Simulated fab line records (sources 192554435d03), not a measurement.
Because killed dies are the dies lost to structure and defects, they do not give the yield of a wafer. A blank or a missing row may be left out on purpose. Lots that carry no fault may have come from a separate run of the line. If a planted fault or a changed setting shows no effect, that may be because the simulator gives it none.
8D (eight disciplines) problem report, filled in by code | flow n5-finfet | the parts of the form that need people (team, actions taken, sign-off) are left out

## 1. THE PROBLEM
Wafers without a fault read 3.7, standard deviation 2.9; killed-at-other at N5_PASSIVATION_PROBE_49 reads a mean of 56.8 on 9 wafers belonging to 3 lots. Measured from the usual mean, that is +18 standard deviations.
The first sign was on wafer L339.3 at day 16 07:25, on prober-02. Wafers with a number at this step in the record: 33, from 11 lots. Rule for "out" (also "out of limits"): further than 4 standard deviations from the usual mean. The rest of the wafers with a number are treated as sound.

## 2. WHAT IT IS; WHAT IT IS NOT
question                    | is                     | is not
which readings at this step | killed-at-other        | killed_at_M0_to_M3, killed_at_M4_up, killed-at-front-end, killed-open, sort_bin_6_memory
which lots                  | L338, L339, L343       | L324, L328, L330, L331, L333, L334, L345, L346
which wafers of those lots  | all that have a number | -
read on which tools         | prober-01, prober-02   | -
when                        | from day 16 07:25      | up to then (18 sound wafers); but 6 sound wafers of L345, L346 came after

## 3. WHAT RULES OUT EACH SUSPECT
Counting: a tool at any process step up to the reading remains a suspect when it ran all the lots that are out and ran no sound lot after the first of those.
- ald-hk-01 at N5_MIM_TOP_ALD_00 (deposits Al2O3, purge time 3 s, co reactant pulse time 3 s): kept. It ran every lot that is out, first L339 (day 15 19:07), and no sound lot after that; its last sound lot up to then is L333 (day 14 07:32).
Remaining after the count: ald-hk-01 at N5_MIM_TOP_ALD_00.

## 4. THE CAUSE (what the simulator had put in)
Whole step skipped at N5_MIM_TOP_ALD_00 on ald-hk-01, starting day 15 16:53. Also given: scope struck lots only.
After counting, this tool was the only one left.

## 5. SEQUENCE OF EFFECTS, ordered by route
One row per reading whose mean, taken over the struck wafers that have a number, lies over 3 standard deviations from the usual. Scope: only readings with a usual standard deviation given in the record; hours: median across lots of the time from each lot's start at the first step in this table that gives one to its start at this step; sigmas: change in usual standard deviations.
hours | step                    | reading             | usual | on struck wafers | change | sigmas
0     | N5_PASSIVATION_PROBE_49 | killed-at-other     | 3.7   | 56.8             | +53.1  | +18
0     | N5_PASSIVATION_PROBE_49 | sort_bin_5_function | 5.1 % | 9.7              | +4.6   | +4.7
The process steps in it:
- N5_PASSIVATION_PROBE_49
Readings that are blank on the struck wafers while sound wafers have them: precursor-pulse-height-rel at N5_MIM_TOP_ALD_00.

## 6. WHAT WOULD HAVE CAUGHT IT SOONER
First out-of-limits reading in this record: day 16 07:25, which is 15 hours after fault onset at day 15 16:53.
At N5_MIM_TOP_ALD_00 the tool's readings are blank on the struck wafers, where sound wafers have them: an empty tool record is the first sign, and it was there at once.
Lots out: 3; of these, L343 started N5_MIM_TOP_ALD_00 on ald-hk-01 after day 16 07:25. A hold on the tool at that time would have spared it.
